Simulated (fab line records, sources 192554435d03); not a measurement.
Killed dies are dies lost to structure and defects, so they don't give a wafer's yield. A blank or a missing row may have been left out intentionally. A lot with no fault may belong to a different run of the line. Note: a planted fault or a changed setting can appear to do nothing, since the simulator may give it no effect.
Matching of chambers ; flow n5_finfet ; ald_sin-01 running N5_FIN_SAQP_SPACER1_ALD_24: 4 sister chambers
The step deposits SiO2, target thk 20.3 nm, pulse time 1 s, purge time 2 s. 14 wafers are shown with their chamber, then 7 later ones without.

== WAFERS PAIRED WITH THEIR CHAMBERS ==
wafer;chamber;heater_power_w (W);precursor_pulse_height_rel
L075.1;2;443;0.978
L075.4;3;422;1.021
L075.5;3;417;1.026
L076.1;3;426;1.005
L076.2;0;553;1.038
L076.4;2;453;1.020
L077.2;2;449;1.001
L077.5;2;442;0.986
L077.6;3;431;0.995
L081.1;0;554;1.001
L081.3;1;476;1.043
L081.5;0;551;1.003
L082.1;0;557;0.983
L082.4;2;456;0.965

SIGNATURES (averages over the wafers above)
reading;chamber 0;chamber 1;chamber 2;chamber 3;scatter within a chamber
heater_power_w;553.75;476.00;448.60;424.00;5.23
precursor_pulse_height_rel;1.00625;1.04300;0.99000;1.01175;0.02
Rule: for a wafer and a chamber, the distance is found by dividing, reading by reading, the gap between the wafer's reading and the chamber's mean by the reading's scatter, squaring, summing and taking the root. The wafer belongs to the nearest chamber; if the next one is less than 2 further off, it can't be placed. The scatter is the square root of a quotient: the sum, over the shown wafers, of each reading's squared deviation from its chamber's mean, divided by wafers minus chambers.

== WAFERS WHOSE CHAMBER IS MISSING ==
wafer;heater_power_w (W);precursor_pulse_height_rel
L082.5;465;0.996
L092.2;494;1.017
L092.3;472;1.041
L092.5;475;1.004
L095.3;422;1.018
L095.4;418;1.023
L095.5;454;1.000

== CHAMBER TAKEN BY EACH ==
wafer;from the rows above;in truth
L082.5;can't be placed: 2 or 1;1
L092.2;1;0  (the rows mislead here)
L092.3;1;1
L092.5;1;1
L095.3;3;3
L095.4;3;3
L095.5;2;2
Placed correctly: 5 of 7. Cannot be placed on the basis of these rows: 1; the candidates contain the true chamber in 1. Number placed wrongly: 1.
